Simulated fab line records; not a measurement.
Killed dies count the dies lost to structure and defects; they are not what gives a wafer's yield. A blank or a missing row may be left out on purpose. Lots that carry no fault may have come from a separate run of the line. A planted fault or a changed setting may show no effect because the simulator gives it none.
Chamber matching || flow n5Finfet || 3 sister chambers for N5_BEOL_M10_DEP_56 on pecvd-01
The step deposits SiCN from 3MS/NH3, target thk 15 nm, time 26.5 s. 6 wafers are shown with their chamber, then 11 later ones without.

== WAFERS WITH THEIR CHAMBER ==
{"wafer": "L084.1", "chamber": 1, "showerheadPlenumPTorr (Torr)": 3.660, "throttleValvePct (%)": 9.1}
{"wafer": "L084.5", "chamber": 0, "showerheadPlenumPTorr (Torr)": 3.687, "throttleValvePct (%)": 9.4}
{"wafer": "L086.1", "chamber": 0, "showerheadPlenumPTorr (Torr)": 3.695, "throttleValvePct (%)": 9.8}
{"wafer": "L086.2", "chamber": 1, "showerheadPlenumPTorr (Torr)": 3.668, "throttleValvePct (%)": 9.1}
{"wafer": "L086.3", "chamber": 2, "showerheadPlenumPTorr (Torr)": 3.655, "throttleValvePct (%)": 8.0}
{"wafer": "L085.2", "chamber": 2, "showerheadPlenumPTorr (Torr)": 3.652, "throttleValvePct (%)": 8.2}

== WAFERS WHOSE CHAMBER IS MISSING ==
{"wafer": "L085.4", "showerheadPlenumPTorr (Torr)": 3.637, "throttleValvePct (%)": 8.3}
{"wafer": "L085.6", "showerheadPlenumPTorr (Torr)": 3.683, "throttleValvePct (%)": 9.2}
{"wafer": "L090.1", "showerheadPlenumPTorr (Torr)": 3.692, "throttleValvePct (%)": 9.4}
{"wafer": "L090.5", "showerheadPlenumPTorr (Torr)": 3.650, "throttleValvePct (%)": 8.1}
{"wafer": "L090.6", "showerheadPlenumPTorr (Torr)": 3.663, "throttleValvePct (%)": 9.3}
{"wafer": "L092.2", "showerheadPlenumPTorr (Torr)": 3.689, "throttleValvePct (%)": 9.5}
{"wafer": "L092.4", "showerheadPlenumPTorr (Torr)": 3.683, "throttleValvePct (%)": 9.2}
{"wafer": "L092.5", "showerheadPlenumPTorr (Torr)": 3.657, "throttleValvePct (%)": 9.2}
{"wafer": "L093.2", "showerheadPlenumPTorr (Torr)": 3.697, "throttleValvePct (%)": 9.4}
{"wafer": "L093.4", "showerheadPlenumPTorr (Torr)": 3.692, "throttleValvePct (%)": 9.2}
{"wafer": "L093.6", "showerheadPlenumPTorr (Torr)": 3.649, "throttleValvePct (%)": 8.3}

== THE CHAMBER EACH PASSED THROUGH ==
{"wafer": "L085.4", "from the rows above": 2, "in truth": 2}
{"wafer": "L085.6", "from the rows above": "can't be placed: 0 or 1", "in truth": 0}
{"wafer": "L090.1", "from the rows above": 0, "in truth": 0}
{"wafer": "L090.5", "from the rows above": 2, "in truth": 2}
{"wafer": "L090.6", "from the rows above": 1, "in truth": 1}
{"wafer": "L092.2", "from the rows above": 0, "in truth": 0}
{"wafer": "L092.4", "from the rows above": "can't be placed: 0 or 1", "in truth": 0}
{"wafer": "L092.5", "from the rows above": 1, "in truth": 1}
{"wafer": "L093.2", "from the rows above": 0, "in truth": 0}
{"wafer": "L093.4", "from the rows above": 0, "in truth": 0}
{"wafer": "L093.6", "from the rows above": 2, "in truth": 2}
9 of 11 placed correctly. Not placeable from these rows: 2 (in 2, the candidates include the true chamber). Wrongly placed: 0.
How it was worked out, from the rows above alone: a wafer's distance from a chamber is the root of the sum, over the readings, of the square of ((its reading less the chamber's mean) divided by the reading's scatter). If the next closest chamber is less than 2 further off than the closest, the wafer can't be placed; otherwise it belongs to the closest. For every chamber, the mean is computed from those of its wafers that are shown. The scatter: take each reading less its chamber's mean, square it, sum over the shown wafers, divide by the number of wafers less the number of chambers, and take the root.
